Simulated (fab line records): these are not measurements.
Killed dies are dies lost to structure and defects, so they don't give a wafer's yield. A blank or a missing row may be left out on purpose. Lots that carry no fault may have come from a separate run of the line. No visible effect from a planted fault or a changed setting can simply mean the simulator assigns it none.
8D (eight disciplines) problem report, filled in by code | flow nand-harc | the parts of the form that need people (team, actions taken, sign-off) are left out

## 1. THE PROBLEM
Wafers without a fault read 1.001 a.u., standard deviation 0.0087; oes-product-au at NHARC_A_STAIRCASE_TRIM_198 reads a mean of 1.188 a.u. on 3 wafers belonging to 3 lots. Relative to the usual mean, that is a shift of +21 standard deviations.
The step: chemistry O2, time 211.2 s.
Seen first at day 13 06:34 on rie-diel-09, wafer L263.6. The record has a number at this step for 33 wafers belonging to 12 lots. By rule, "out" or "out of limits" means more than 4 standard deviations away from the usual mean. The rest of the wafers with a number are treated as sound.

## 2. WHAT IT IS, AND WHAT IT ISN'T
question                    | is                     | is not
which readings at this step | oes-product-au         | drypump-motor-current-A, rf-vpp-V, showerhead-plenum-p-Torr, throttle-valve-pct
which lots                  | L263, L267, L269       | L257, L258, L259, L261, L262, L266, L275, L277, L280
which wafers of those lots  | L263.6, L267.5, L269.6 | L263.4, L267.3, L269.4
read on which tools         | rie-diel-09            | rie-diel-11, rie-diel-13
when                        | from day 13 06:34      | up to then (16 sound wafers); but 14 sound wafers of L266, L267, L269, L275, L277, L280 came after

## 3. WHAT RULES OUT EACH SUSPECT
Counting: a tool at a process step up to the reading stays a suspect if it ran every lot that is out. Sound lots after the first of them don't rule it out here, since some wafers of a struck lot are sound.
- rie-diel-09 at NHARC_A_STAIRCASE_TRIM_196 (chemistry O2, time 211.2 s): kept. It processed each lot that is out (first: L263, day 13 06:14); up to then, its last sound lot is L262 (day 12 01:29).
- rie-diel-09 at NHARC_A_STAIRCASE_TRIM_198 (chemistry O2, time 211.2 s): kept. It processed each lot that is out (first: L263, day 13 06:34); up to then, its last sound lot is L262 (day 12 01:46). Out on those wafers are its own readings of oes-product-au.
Left after counting: rie-diel-09 at NHARC_A_STAIRCASE_TRIM_196, rie-diel-09 at NHARC_A_STAIRCASE_TRIM_198.

## 4. THE CAUSE (what the simulator had put in)
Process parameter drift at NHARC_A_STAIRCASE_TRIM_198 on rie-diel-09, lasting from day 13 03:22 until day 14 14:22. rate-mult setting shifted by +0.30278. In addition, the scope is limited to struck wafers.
Counting left 2 suspects, and this tool is among them.

## 5. THE CHAIN OF EFFECTS, in route order
Rows list readings where the struck wafers' mean (over those with a number) sits beyond 3 standard deviations from the usual. Only readings whose record carries a usual standard deviation are examined. hours: median over the lots of the time between each lot's start at the first step of this table that gives one and its start at this step. sigmas: the change, counted in usual standard deviations.
hours | step                       | reading        | usual      | on struck wafers | change | sigmas
0     | NHARC_A_STAIRCASE_TRIM_198 | oes-product-au | 1.001 a.u. | 1.188            | +0.187 | +21
Its process steps:
- NHARC_A_STAIRCASE_TRIM_198: chemistry O2, time 211.2 s.
Later steps that measure or inspect, where all struck wafers having a row at the step show a number for every such reading and not one has moved that far: NHARC_END_SORT_01.

## 6. WHAT WOULD HAVE CAUGHT IT SOONER
First out-of-limits reading in this record: day 13 06:34, which is 3 hours after fault onset at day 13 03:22.
